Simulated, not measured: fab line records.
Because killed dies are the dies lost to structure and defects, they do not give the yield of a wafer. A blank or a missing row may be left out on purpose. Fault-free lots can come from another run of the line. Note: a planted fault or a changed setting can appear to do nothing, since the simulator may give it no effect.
Matching of chambers || flow nand harc || NHARC_A_STAIRCASE_DESCUM_219 on rie diel-08 has 4 sister chambers
The step chemistry O2, time 3 s. 4 wafers are shown with their chamber, then 10 later ones without.

== WAFERS PAIRED WITH THEIR CHAMBERS ==
{"wafer": "L085.5", "chamber": 3, "drypump motor current A (A)": 5.5}
{"wafer": "L087.5", "chamber": 2, "drypump motor current A (A)": 5.4}
{"wafer": "L088.2", "chamber": 0, "drypump motor current A (A)": 5.2}
{"wafer": "L088.5", "chamber": 1, "drypump motor current A (A)": 5.7}

== WAFERS WHOSE CHAMBER IS MISSING ==
{"wafer": "L088.6", "drypump motor current A (A)": 5.4}
{"wafer": "L091.2", "drypump motor current A (A)": 5.4}
{"wafer": "L091.3", "drypump motor current A (A)": 5.2}
{"wafer": "L091.4", "drypump motor current A (A)": 5.5}
{"wafer": "L092.1", "drypump motor current A (A)": 5.2}
{"wafer": "L092.3", "drypump motor current A (A)": 5.7}
{"wafer": "L092.6", "drypump motor current A (A)": 5.8}
{"wafer": "L096.1", "drypump motor current A (A)": 5.5}
{"wafer": "L096.3", "drypump motor current A (A)": 5.2}
{"wafer": "L096.5", "drypump motor current A (A)": 5.2}

== WHICH CHAMBER EACH WENT THROUGH ==
{"wafer": "L088.6", "from the rows above": 2, "in truth": 2}
{"wafer": "L091.2", "from the rows above": 2, "in truth": 2}
{"wafer": "L091.3", "from the rows above": 0, "in truth": 0}
{"wafer": "L091.4", "from the rows above": 3, "in truth": 3}
{"wafer": "L092.1", "from the rows above": 0, "in truth": 0}
{"wafer": "L092.3", "from the rows above": 1, "in truth": 1}
{"wafer": "L092.6", "from the rows above": 1, "in truth": 1}
{"wafer": "L096.1", "from the rows above": 3, "in truth": 3}
{"wafer": "L096.3", "from the rows above": 0, "in truth": 0}
{"wafer": "L096.5", "from the rows above": 0, "in truth": 0}
Correctly placed: 10 of 10. Left unplaced by these rows: 0. 0 placed wrongly.
How it was worked out, from the rows above alone: a wafer's distance from a chamber is the root of the sum, over the readings, of the square of ((its reading less the chamber's mean) divided by the reading's scatter). If the next closest chamber is less than 2 further off than the closest, the wafer can't be placed; otherwise it belongs to the closest. Each chamber's mean is taken over the wafers shown for it. The scatter (one wafer shown for each chamber): square how far every hidden wafer sits from the nearest shown wafer, average those squares and take the square root.
